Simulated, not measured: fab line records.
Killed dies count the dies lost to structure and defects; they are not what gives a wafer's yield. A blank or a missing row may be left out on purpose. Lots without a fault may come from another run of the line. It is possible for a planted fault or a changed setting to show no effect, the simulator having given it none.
Split-lot experiment    flow n5_finfet    route with 1938 steps; 7 lots, 21 wafers read

== ON THE SPLIT ==
At N5_WELL_APT_COAT_02 (resist thk 950 nm), the setting spin_rpm was moved away from the recipe's 1357 rpm on 10 of the 21 wafers read, by -8.1% to +8.8%. All remaining wafers had this setting at the recipe value.

The reading comes from the split's own step.

== THE READING ==
coat_of_WELL_APT_COAT_02.thk_nm (the simulator's own value, which no gauge read), in nm, at N5_WELL_APT_COAT_02 (resist thk 950 nm). The file gives no usual value for it. Across the 11 wafers here that went through the recipe, the average is 949.4 nm and the standard deviation 2.7 nm.

wafer   tool, chamber at the split  spin_rpm as run, rpm  against the recipe  coat_of_WELL_APT_COAT_02.thk_nm, nm  against lot-mates on the recipe
L078.3  litho_track-01, 0           1247                  -8.1%               990.4                                +42.1
L078.4  litho_track-01, 0           1357                  recipe              946.4                                -
L078.6  litho_track-01, 0           1357                  recipe              950.3                                -
L084.1  litho_track-01, 0           1420                  +4.6%               931.2                                -19.6
L084.3  litho_track-01, 0           1357                  recipe              950.3                                -
L084.5  litho_track-01, 0           1357                  recipe              951.3                                -
L085.2  litho_track-05, 0           1357                  recipe              951.1                                -
L085.3  litho_track-05, 0           1292                  -4.8%               973.5                                +22.4
L085.5  litho_track-05, 0           1292                  -4.8%               978                                  +26.9
L087.1  litho_track-05, 0           1357                  recipe              945.8                                -
L087.2  litho_track-05, 0           1357                  recipe              945.8                                -
L087.6  litho_track-05, 0           1357                  recipe              946.1                                -
L091.1  litho_track-05, 0           1357                  recipe              953.9                                -
L091.3  litho_track-05, 0           1284                  -5.4%               983                                  +29.1
L091.5  litho_track-05, 0           1284                  -5.4%               983.1                                +29.2
L096.1  litho_track-05, 0           1357                  recipe              951.6                                -
L096.4  litho_track-05, 0           1476                  +8.8%               912.1                                -39.5
L096.5  litho_track-05, 0           1476                  +8.8%               913.4                                -38.2
L097.1  litho_track-01, 0           1357                  recipe              951.2                                -
L097.2  litho_track-01, 0           1442                  +6.3%               923                                  -28.2
L097.4  litho_track-01, 0           1442                  +6.3%               925.3                                -25.9

FIT RESULTS
A straight line over all 21 wafers: coat_of_WELL_APT_COAT_02.thk_nm changes by -4.74 nm for each +1% of spin_rpm; r = -0.99; the points scatter about the line by 3.6 nm.
The same after taking each lot's own level away (the mean of its wafers on the recipe; 21 wafers): -4.75 nm for each +1%; r = -1.00; scatter 1.9 nm.
That fit puts the effect of the largest move of spin_rpm on the reading at 42 nm.
From 945.90 to 953.90 nm: that is the span of the lots' own levels, equal to 2.9 times the standard deviation above.
Consequently the slope shifts little with the lot-to-lot level, the two slopes agreeing.
Check: with one of the wafers moved furthest among these (+8.8%) left out of the fit, the line predicts -40.5 nm for it against its lot-mates. Against them it came out at -39.5 nm.

== THE FILE'S OWN FIT ==
coat_of_WELL_APT_COAT_02.thk_nm changes by -4.77 nm for each +1% of spin_rpm, r = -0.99.
